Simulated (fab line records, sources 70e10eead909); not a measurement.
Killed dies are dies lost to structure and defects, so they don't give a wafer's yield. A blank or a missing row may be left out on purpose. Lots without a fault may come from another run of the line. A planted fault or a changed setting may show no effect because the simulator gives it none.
A struck lot beside a sound one | flow nand_harc | 40 steps out of a route of 1302
Sound: wafers L100.3, L100.4, L100.5. Struck: wafers L113.3, L113.5, L113.6. The cause comes at the end.
At each step with rows: each side's tool, then ch and its chambers, then its first start. Under that, the readings that differ: sound wafers | struck wafers | difference of the means | sigmas: that difference in standard deviations of wafers without a fault.
alike: readings whose means differ by less than 2 such deviations, and words and numbers that are the same on both sides. not compared: withheld readings, readings that some wafer has no value for, bounds like >300 that may hide the same value, and numbers for which the record gives no deviation and whose values overlap.
The two part at a step that has a row with sigmas, a row that says differs or no value, or rows on one side only. Numbers that don't overlap but have no deviation are shown without sigmas and don't part them. A reading that every wafer of one side lacks parts them only if that side has two wafers or more.

first, 10 steps without rows for these wafers: NHARC_A_STAIRCASE_COAT_160; NHARC_A_STAIRCASE_SOFTBAKE_161 (time 170 s); NHARC_A_STAIRCASE_EBR_162; NHARC_A_STAIRCASE_EXPOSE_163 (exposes mask STAIR OPEN); NHARC_A_STAIRCASE_PEB_164 (peb time 130 s); NHARC_A_STAIRCASE_DEVELOP_165 (time 140 s); NHARC_A_STAIRCASE_HARDBAKE_167 (time 140 s); NHARC_A_STAIRCASE_DESCUM_168 (chemistry O2, time 3 s); NHARC_A_STAIRCASE_ETCH_169 (etches the open film in CH3F/O2, target depth 50 nm, time 107.1 s); NHARC_A_STAIRCASE_ETCH_170 (etches the open film in C4F6/O2, target depth 200 nm, time 66.667 s).
NHARC_A_STAIRCASE_STRIP_171: strips in O2.
  sound on plasma_asher-02 ch 0,1, day 17 19:56; struck on plasma_asher-01 ch 0,1, day 22 11:30
  alike: drypump_motor_current_A, heater_power_w
  not compared: rf_hours_counter_h
NHARC_A_STAIRCASE_STRIP_172: strips in SPM, time 900 s.
  sound on wet_bench-06 ch 0,4,6, day 17 20:11; struck on wet_bench-05 ch 3,5,7, day 22 11:43
then, 12 steps without rows for these wafers: NHARC_A_STAIRCASE_PRECLEAN_173 (cleans in SC1); NHARC_A_STAIRCASE_SRD_174; NHARC_A_STAIRCASE_DEHYDRATE_01 (time 120 s); NHARC_A_STAIRCASE_HMDS_02 (time 30 s); NHARC_A_STAIRCASE_COAT_03; NHARC_A_STAIRCASE_SOFTBAKE_04 (time 170 s); NHARC_A_STAIRCASE_EBR_05; NHARC_A_STAIRCASE_EXPOSE_06 (exposes mask STAIR); NHARC_A_STAIRCASE_PEB_07 (peb time 130 s); NHARC_A_STAIRCASE_DEVELOP_08 (time 140 s); NHARC_A_STAIRCASE_HARDBAKE_10 (time 140 s); NHARC_A_STAIRCASE_DESCUM_11 (chemistry O2, time 3 s).
NHARC_A_STAIRCASE_TRIM_12: chemistry O2, time 211.2 s.
  sound on rie_diel-02 ch 0,1,2, day 17 21:26; struck on rie_diel-09 ch 0,1, day 22 12:59
  alike: drypump_motor_current_A, oes_product_au, rf_vpp_V, showerhead_plenum_p_Torr, throttle_valve_pct
  not compared: rf_hours_counter_h
then, 2 steps without rows for these wafers: NHARC_A_STAIRCASE_ETCH_13 (etches the open film in C4F8/O2, target depth 100 nm, time 40.5 s); NHARC_A_STAIRCASE_TRIM_14 (chemistry O2, time 211.2 s).
NHARC_A_STAIRCASE_ETCH_15: etches the open film in C4F8/O2, target depth 100 nm, time 40.5 s.
  sound on rie_diel-02 ch 0,2; struck on rie_diel-09 ch 0,1
  alike: oes_product_au, rf_vpp_V
  not compared: rf_hours_counter_h
then, 9 steps without rows for these wafers: NHARC_A_STAIRCASE_TRIM_16 (chemistry O2, time 211.2 s); NHARC_A_STAIRCASE_ETCH_17 (etches the open film in C4F8/O2, target depth 100 nm, time 40.5 s); NHARC_A_STAIRCASE_TRIM_18 (chemistry O2, time 211.2 s); NHARC_A_STAIRCASE_ETCH_19 (etches the open film in C4F8/O2, target depth 100 nm, time 40.5 s); NHARC_A_STAIRCASE_TRIM_20 (chemistry O2, time 211.2 s); NHARC_A_STAIRCASE_ETCH_21 (etches the open film in C4F8/O2, target depth 100 nm, time 40.5 s); NHARC_A_STAIRCASE_TRIM_22 (chemistry O2, time 211.2 s); NHARC_A_STAIRCASE_ETCH_23 (etches the open film in C4F8/O2, target depth 100 nm, time 40.5 s); NHARC_A_STAIRCASE_TRIM_24 (chemistry O2, time 211.2 s).
NHARC_A_STAIRCASE_ETCH_25: etches the open film in C4F8/O2, target depth 100 nm, time 40.5 s.
  sound on rie_diel-09 ch 0,2; struck on rie_diel-09 ch 0,1
  alike: oes_product_au, rf_vpp_V
  not compared: rf_hours_counter_h
NHARC_A_STAIRCASE_TRIM_26: chemistry O2, time 211.2 s.
  sound on rie_diel-09 ch 0,1,3; struck on rie_diel-09 ch 2,3
  alike: drypump_motor_current_A, oes_product_au, rf_vpp_V, showerhead_plenum_p_Torr, throttle_valve_pct
  not compared: rf_hours_counter_h
-- the record jumps here: 9 days lie between the struck wafers' starts before and after (it left off in module A_STAIRCASE and takes up again in module END, whose first step shown is number 1302 of the route) --
NHARC_END_SORT_01:
  sound on prober-02 ch 0, day 26 12:26; struck on prober-01 ch 0, day 31 07:14
  reading         | sound    | struck      | difference | sigmas
  killed_at_array | 58 48 53 | 168 129 159 | +99        | +5
  killed_dies     | 65 57 58 | 173 134 164 | +97        | +5
  alike: killed_at_other, killed_at_periphery, killed_open, killed_short

WHERE THEY PART
Only at NHARC_END_SORT_01, within this record.

WHY: what the simulator had put in
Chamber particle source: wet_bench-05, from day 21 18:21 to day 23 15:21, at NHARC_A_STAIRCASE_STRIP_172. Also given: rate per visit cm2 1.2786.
